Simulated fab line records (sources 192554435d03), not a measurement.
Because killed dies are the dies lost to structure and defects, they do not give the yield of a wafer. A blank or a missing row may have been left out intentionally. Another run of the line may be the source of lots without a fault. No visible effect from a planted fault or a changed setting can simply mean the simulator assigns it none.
fab line records	flow n5_finfet
[record] lots = 7	wafers = 39
route steps=1938 shown BEOL_M2@890 BEOL_M5@1115
start_h: hours from the record's opening day to when the first of the lot's shown wafers began	wait_h: how many hours have passed since the lot's step before this one	" same as the row above	L1.1+2: a row that stands for several wafers	- value missing, or start not given	* or withheld: withheld	< > ~ a bound
route shown NAME@n: a module of which the file shows steps, and the number in the route of the first	usual: mean/standard deviation of fault-free wafers	same: alike in all rows	chamber/n: place in a boat	sites: per-site readings	_std_site: their standard deviation	_edge_site: inner sites' mean taken away from outer sites' mean	radius_mm: for every site, how far away it sits from the centre of the wafer	mask NAME#n: copy n	behind: the most recent tool/chamber to have shaped the wafer	hold: the reason the lot was held/the length of the hold in hours/how it ended	device: transistor that didn't switch, given as n, p or np	end of line: the route-end tests of the same wafers	a step without rows: its recipe alone	killed: count of dies lost to structure and defects at first sort (not the wafer's yield)	map: dies across one wafer; x = killed, . = not, _ = none there
set.NAME: the setting the step ran with; set.NAME@STEP: the setting that earlier step ran with	model.NAME: the simulator's own value behind a step, which no gauge read
lots whose settings were changed on purpose; a table a step, a row a wafer
[[steps]]
[step N5_BEOL_M2_TRENCH_ETCH_37]
[recipe] chemistry = C4F6/O2	target_depth_a = 555.55	target = SiOC	time_s = 29.2	ion_energy_ev = 250	pressure_mtorr = 30	source_w = 355	bias_w = 185	Ar_flow_sccm = 300	C4F6_flow_sccm = 10	O2_flow_sccm = 10
lot.wafer	tool	chamber	start_h	wait_h	set.target_depth_a	model.etch.depth_nm	model.BEOL_M2.feature_depth_nm	model.TiN_of_BEOL_M2_HM_DEP_02.thk_nm
L075.1	rie_diel-03	0	-	-	555.55	55.88	55.8	17.6
L075.2	"	1	"	"	821.2	82.95	83	16.4
L075.3	"	2	"	"	555.55	54.1	54	17.6
L075.4	"	0	"	"	821.2	82.82	82.8	16.4
L075.5	"	2	"	"	821.2	79.62	79.6	16.6
L075.6	"	1	"	"	555.55	55.61	55.6	17.6
L077.1	rie_diel-03	2	-	-	555.55	54.54	54.6	17.6
L077.2	"	1	"	"	555.55	56.17	56.2	17.4
L077.3	"	0	"	"	555.55	56.32	56.4	17.4
L077.4	"	0	"	"	555.55	56.26	56.2	17.4
L077.5	"	2	"	"	555.55	54.23	54.2	17.8
L077.6	"	1	"	"	555.55	55.58	55.6	17.4
L080.2	rie_diel-01	1	-	-	555.55	56.07	56	17.8
L080.5	"	2	"	"	555.55	55.02	55	18
L080.6	"	1	"	"	555.55	55.97	56	17.8
L082.1	rie_diel-01	2	-	-	412.8	41.18	41.2	18
L082.2	"	0	"	"	555.55	55.88	55.8	17.4
L082.3	"	1	"	"	412.8	42.06	42	18.2
L082.4	"	3	"	"	555.55	55.65	55.6	17.6
L082.5	"	1	"	"	412.8	41.69	41.6	17.6
L082.6	"	0	"	"	555.55	55.92	56	17.4
L084.1	rie_diel-06	3	-	-	555.55	56.71	56.8	17.4
L084.2	"	0	"	"	555.55	53.7	53.8	17.6
L084.3	"	1	"	"	555.55	56.31	56.4	17.6
L084.4	"	0	"	"	555.55	53.68	53.6	17.4
L084.5	"	1	"	"	555.55	55.74	55.8	17.6
L084.6	"	3	"	"	555.55	56.49	56.4	17.4
L086.1	rie_diel-01	3	-	-	745.1	73.46	73.4	17.2
L086.2	"	0	"	"	555.55	55.89	55.8	17.8
L086.3	"	1	"	"	555.55	55.75	55.8	17.4
L086.4	"	1	"	"	745.1	75.01	75	16.6
L086.5	"	0	"	"	555.55	55.81	55.8	18
L086.6	"	3	"	"	745.1	73.63	73.6	17.2
L091.1	rie_diel-06	2	-	-	326.5	32.48	32.4	18.6
L091.2	"	3	"	"	326.5	33.04	33	18.6
L091.3	"	1	"	"	555.55	56.7	56.6	17.2
L091.4	"	0	"	"	326.5	31.64	31.6	18.4
L091.5	"	1	"	"	555.55	55.71	55.8	17.6
L091.6	"	0	"	"	555.55	54.15	54.2	17.4
[step N5_BEOL_M2_ETCH_41]
[recipe] chemistry = CH3F/O2	target = SiCN	target_depth_a = 299	taper_deg = 2	time_s = 52.5	ion_energy_ev = 120	mask_material = TiN	pressure_mtorr = 30	source_w = 395	bias_w = 75	Ar_flow_sccm = 150	CH3F_flow_sccm = 30	O2_flow_sccm = 20
[step N5_BEOL_M2_STRIP_97]
[recipe] chemistry = N2/H2	time_s = 10	power_w = 450	temp_c = 40	pressure_mtorr = 20	rf_frequency_hz = 6e+07	bias_power_w = 7	n2_flow_sccm = 200	h2_flow_sccm = 200
[step N5_BEOL_M2_OCD_MEAS_38]
[usual] trench_depth_nm = 55.6/1
lot.wafer	tool	chamber	start_h	wait_h	set.target_depth_a@BEOL_M2_TRENCH_ETCH_37	trench_depth_nm
L075.1	ocd-02	-	146.48	-	555.55	55.8
L075.2	"	-	"	"	821.2	82.8
L075.3	"	-	"	"	555.55	53.9
L075.4	"	-	"	"	821.2	82.8
L075.5	"	-	"	"	821.2	79.0
L075.6	"	-	"	"	555.55	55.3
L077.1	ocd-01	-	153.87	-	555.55	54.5
L077.2	"	-	"	"	555.55	55.6
L077.3	"	-	"	"	555.55	56.0
L077.4	"	-	"	"	555.55	55.9
L077.5	"	-	"	"	555.55	54.1
L077.6	"	-	"	"	555.55	55.5
L080.2	ocd-02	-	172.13	-	555.55	55.9
L080.5	"	-	"	"	555.55	54.9
L080.6	"	-	"	"	555.55	55.5
L082.1	ocd-02	-	189.68	-	412.8	40.9
L082.2	"	-	"	"	555.55	55.6
L082.3	"	-	"	"	412.8	42.5
L082.4	"	-	"	"	555.55	55.5
L082.5	"	-	"	"	412.8	41.9
L082.6	"	-	"	"	555.55	55.8
L084.1	ocd-02	-	202.83	-	555.55	56.7
L084.2	"	-	"	"	555.55	54.0
L084.3	"	-	"	"	555.55	56.1
L084.4	"	-	"	"	555.55	53.5
L084.5	"	-	"	"	555.55	56.0
L084.6	"	-	"	"	555.55	56.2
L086.1	ocd-01	-	211.04	-	745.1	73.4
L086.2	"	-	"	"	555.55	56.1
L086.3	"	-	"	"	555.55	55.8
L086.4	"	-	"	"	745.1	75.1
L086.5	"	-	"	"	555.55	56.1
L086.6	"	-	"	"	745.1	74.5
L091.1	ocd-01	-	247.89	-	326.5	32.5
L091.2	"	-	"	"	326.5	33.5
L091.3	"	-	"	"	555.55	57.1
L091.4	"	-	"	"	326.5	31.4
L091.5	"	-	"	"	555.55	55.4
L091.6	"	-	"	"	555.55	54.5
[step N5_BEOL_M2_HM_STRIP_39]
[recipe] chemistry = peroxide_tin_strip	material = TiN	target_depth_a = 250	temp_c = 50	time_s = 158
[step N5_BEOL_M2_SRD_40]
[recipe] time_s = 30	temp_c = 23	rinse_liquid = diw	dry = ipa_marangoni
[step N5_BEOL_M2_ECD_50]
[recipe] material = Cu	target_thk_a = 3000
[step N5_BEOL_M2_ANNEAL_51]
[recipe] temp_c = 225	time_s = 90	ambient = N2
[step N5_BEOL_M2_CMP_52]
[recipe] stop_on = SiOC	t_overpolish_s = 6.8	down_force_psi = 1	platen_rpm = 50	clearing_platen_down_force_psi = 1.5	clearing_platen_rpm = 50	post_cmp_clean = cu_alkaline	target_thk_nm = 40	clearing_platen_pad_velocity_m_s = 0.99484	pad_velocity_m_s = 0.99484
lot.wafer	tool	chamber	start_h	wait_h	set.target_depth_a@BEOL_M2_TRENCH_ETCH_37	model.Cu_of_BEOL_M2_ECD_50.thk_nm
L075.1	cmp-04	0	151.26	0.3	555.55	40.4
L075.3	"	1	"	"	555.55	39.2
L075.4	"	2	"	"	821.2	67
L075.2	"	3	"	"	821.2	68.4
L075.5	"	0	"	"	821.2	64
L075.6	"	1	"	"	555.55	40.6
L077.4	cmp-02	0	157.49	0.1	555.55	41.4
L077.3	"	1	"	"	555.55	38.8
L077.2	"	2	"	"	555.55	39.4
L077.1	"	3	"	"	555.55	39.8
L077.5	"	0	"	"	555.55	37.2
L077.6	"	1	"	"	555.55	37.6
L080.2+6	cmp-01	0,1	175.74	0.2	555.55	41
L080.5	"	0	"	"	555.55	40.4
L082.3	cmp-04	2	193.01	0.2	412.8	26
L082.1	"	3	"	"	412.8	25.4
L082.4	"	0	"	"	555.55	38
L082.2	"	1	"	"	555.55	39.6
L082.6	"	2	"	"	555.55	39.2
L082.5	"	3	"	"	412.8	24.4
L084.2	cmp-02	2	206.09	0.2	555.55	39.6
L084.1	"	3	"	"	555.55	43
L084.4	"	0	"	"	555.55	38
L084.3	"	1	"	"	555.55	40.4
L084.5+6	"	2,3	"	"	555.55	41.6
L086.1	cmp-04	1	214.70	0.3	745.1	57.2
L086.3	"	2	"	"	555.55	39
L086.2	"	3	"	"	555.55	39.4
L086.4	"	0	"	"	745.1	59
L086.5	"	1	"	"	555.55	40.6
L086.6	"	2	"	"	745.1	58
L091.2	cmp-02	1	251.35	0.2	326.5	15.4
L091.4	"	2	"	"	326.5	15.2
L091.1	"	3	"	"	326.5	16.8
L091.3	"	0	"	"	555.55	41.6
L091.6	"	1	"	"	555.55	36.6
L091.5	"	2	"	"	555.55	38
[step N5_BEOL_M2_THK_MEAS_53]
[recipe] thk_meas_gauge = xrf	reads = Cu_of_BEOL_M2_ECD_50
[usual] M2_THK = 39.9/1.6
lot.wafer	tool	chamber	start_h	wait_h	set.target_depth_a@BEOL_M2_TRENCH_ETCH_37	M2_THK[nm]
L075.1	film_metro-01	-	151.55	-	555.55	40.4
L075.2	"	-	"	"	821.2	68.6
L075.3	"	-	"	"	555.55	39.2
L075.4	"	-	"	"	821.2	67.2
L075.5	"	-	"	"	821.2	64.1
L075.6	"	-	"	"	555.55	40.5
L077.1	film_metro-01	-	157.79	-	555.55	40.6
L077.2	"	-	"	"	555.55	40.1
L077.3	"	-	"	"	555.55	39.4
L077.4	"	-	"	"	555.55	41.9
L077.5	"	-	"	"	555.55	37.9
L077.6	"	-	"	"	555.55	38.4
L080.2	film_metro-01	-	176.03	-	555.55	41.1
L080.5	"	-	"	"	555.55	40.9
L080.6	"	-	"	"	555.55	41.3
L082.1	film_metro-01	-	193.31	-	412.8	25.7
L082.2	"	-	"	"	555.55	40.1
L082.3	"	-	"	"	412.8	26.2
L082.4	"	-	"	"	555.55	38.1
L082.5	"	-	"	"	412.8	24.7
L082.6	"	-	"	"	555.55	39.6
L084.1	film_metro-01	-	206.39	-	555.55	43.8
L084.2	"	-	"	"	555.55	40.3
L084.3	"	-	"	"	555.55	41.2
L084.4	"	-	"	"	555.55	38.8
L084.5	"	-	"	"	555.55	42.4
L084.6	"	-	"	"	555.55	42.1
L086.1	film_metro-01	-	215.00	-	745.1	57.6
L086.2	"	-	"	"	555.55	39.7
L086.3	"	-	"	"	555.55	39.3
L086.4	"	-	"	"	745.1	59.5
L086.5	"	-	"	"	555.55	40.8
L086.6	"	-	"	"	745.1	58.4
L091.1	film_metro-01	-	251.64	-	326.5	17.1
L091.2	"	-	"	"	326.5	15.5
L091.3	"	-	"	"	555.55	42.0
L091.4	"	-	"	"	326.5	15.3
L091.5	"	-	"	"	555.55	38.6
L091.6	"	-	"	"	555.55	37.1
[step N5_BEOL_M2_PRE_CLEAN_60]
[recipe] gas = NH3/H2	time_s = 15	temp_c = *	rf_power_w = 300
[step N5_BEOL_M2_CO_CAP_55]
[recipe] material = Co	target_thk_a = 20	temp_c = 200	precursor = CCTBA/H2	pressure_torr = 30	time_s = 102.1
[step N5_BEOL_M2_PRE_CLEAN_56]
[recipe] gas = NH3	time_s = 15	temp_c = withheld	rf_power_w = 300
[step N5_BEOL_M2_DEP_57]
[recipe] material = SiCN	target_thk_a = 80	temp_c = withheld	precursor = 3MS/NH3	pressure_torr = 3	rf_w = 202	time_s = 14
[step N5_BEOL_M2_RS_MEAS_58]
[recipe] thk_meas_gauge = four-point-probe	reads = Co_of_BEOL_M2_CO_CAP_55+Cu_of_BEOL_M2_ECD_50+Co_of_BEOL_M2_CVD_47+TaN_of_BEOL_M2_ALD_84
[usual] M2_RS = 0.68/0.036
lot.wafer	tool	chamber	start_h	wait_h	set.target_depth_a@BEOL_M2_TRENCH_ETCH_37	M2_RS[ohm/sq]
L075.1	film_metro-01	-	151.81	0.0	555.55	0.66
L075.2	"	-	"	"	821.2	0.34
L075.3	"	-	"	"	555.55	0.69
L075.4	"	-	"	"	821.2	0.35
L075.5	"	-	"	"	821.2	0.37
L075.6	"	-	"	"	555.55	0.65
L077.1	film_metro-02	-	158.05	0.0	555.55	0.67
L077.2	"	-	"	"	555.55	0.68
L077.3	"	-	"	"	555.55	0.70
L077.4	"	-	"	"	555.55	0.64
L077.5	"	-	"	"	555.55	0.73
L077.6	"	-	"	"	555.55	0.72
L080.2	film_metro-02	-	176.37	0.1	555.55	0.65
L080.5	"	-	"	"	555.55	0.66
L080.6	"	-	"	"	555.55	0.65
L082.1	film_metro-02	-	193.57	0.0	412.8	1.22
L082.2	"	-	"	"	555.55	0.67
L082.3	"	-	"	"	412.8	1.19
L082.4	"	-	"	"	555.55	0.72
L082.5	"	-	"	"	412.8	1.29
L082.6	"	-	"	"	555.55	0.68
L084.1	film_metro-02	-	206.65	0.0	555.55	0.61
L084.2	"	-	"	"	555.55	0.68
L084.3	"	-	"	"	555.55	0.66
L084.4	"	-	"	"	555.55	0.71
L084.5	"	-	"	"	555.55	0.64
L084.6	"	-	"	"	555.55	0.64
L086.1	film_metro-02	-	215.29	0.1	745.1	0.43
L086.2	"	-	"	"	555.55	0.68
L086.3	"	-	"	"	555.55	0.69
L086.4	"	-	"	"	745.1	0.41
L086.5	"	-	"	"	555.55	0.66
L086.6	"	-	"	"	745.1	0.42
L091.1	film_metro-02	-	251.90	0.0	326.5	2.17
L091.2	"	-	"	"	326.5	2.48
L091.3	"	-	"	"	555.55	0.64
L091.4	"	-	"	"	326.5	2.52
L091.5	"	-	"	"	555.55	0.71
L091.6	"	-	"	"	555.55	0.75
[step N5_BEOL_M5_PECVD_70]
[recipe] material = SiO2	target_thk_a = 160	temp_c = 400	precursor = TEOS/O2	pressure_torr = 5.5	rf_w = 450	teos_flow_sccm = 53.8	gas = O2	flow_sccm = 3000	time_s = 18
lot.wafer	tool	chamber	start_h	wait_h	set.time_s	model.SiO2_of_BEOL_M5_PECVD_70.thk_nm
L075.1+2	pecvd-01	2,0	174.95	0.0	14.25	12.6
L075.3	"	1	"	"	18	16
L075.4+5	"	0,1	"	"	18	16.4
L075.6	"	2	"	"	14.25	12.8
L077.1+5	pecvd-02	1	181.09	0.0	9.678	8.6
L077.2	"	2	"	"	18	15.8
L077.3+4	"	0,2	"	"	18	16
L077.6	"	0	"	"	9.678	9
L080.2	pecvd-02	1	204.91	0.0	18	16
L080.5	"	2	"	"	18	16.4
L080.6	"	1	"	"	18	16.2
L082.1+2	pecvd-01	2,1	209.93	0.0	18	15.8
L082.3+5	"	0,2	"	"	18	16
L082.4+6	"	0,1	"	"	18	16.2
L084.1+3+6	pecvd-02	0,1,1	228.43	0.0	18	16
L084.2	"	1	"	"	18	15.8
L084.4+5	"	0	"	"	18	16.2
L086.1	pecvd-02	1	240.34	0.0	18	15.4
L086.2	"	0	"	"	25.16	22
L086.3+4	"	1,0	"	"	25.16	22.2
L086.5	"	1	"	"	18	15.8
L086.6	"	0	"	"	18	16
L091.1	pecvd-01	0	275.72	0.0	18	16
L091.2	"	2	"	"	24.47	21.2
L091.3	"	1	"	"	24.47	21.4
L091.4	"	2	"	"	18	15.8
L091.5	"	0	"	"	24.47	21.8
L091.6	"	1	"	"	18	16.2
[[key]]
[split] step = N5_BEOL_M2_TRENCH_ETCH_37	setting = target_depth_a	stated = 555.55	by = wafer
[response] step = N5_BEOL_M2_TRENCH_ETCH_37	reading = model.etch.depth_nm	change = +0.553	per = 1%	r = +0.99
[response] step = N5_BEOL_M2_TRENCH_ETCH_37	reading = model.BEOL_M2.feature_depth_nm	change = +0.554	per = 1%	r = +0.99
[response] step = N5_BEOL_M2_TRENCH_ETCH_37	reading = model.TiN_of_BEOL_M2_HM_DEP_02.thk_nm	change = -0.0237	per = 1%	r = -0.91
[response] step = N5_BEOL_M2_OCD_MEAS_38	reading = trench_depth_nm	change = +0.552	per = 1%	r = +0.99
[response] step = N5_BEOL_M2_CMP_52	reading = model.Cu_of_BEOL_M2_ECD_50.thk_nm	change = +0.548	per = 1%	r = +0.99
[response] step = N5_BEOL_M2_THK_MEAS_53	reading = M2_THK	change = +0.554	per = 1%	r = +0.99
[response] step = N5_BEOL_M2_RS_MEAS_58	reading = M2_RS	shape = bent	at_lowest = 2.39	at_stated = 0.67	at_highest = 0.36
[split] step = N5_BEOL_M5_PECVD_70	setting = time_s	stated = 18	by = wafer
[response] step = N5_BEOL_M5_PECVD_70	reading = model.SiO2_of_BEOL_M5_PECVD_70.thk_nm	change = +0.158	per = 1%	r = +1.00
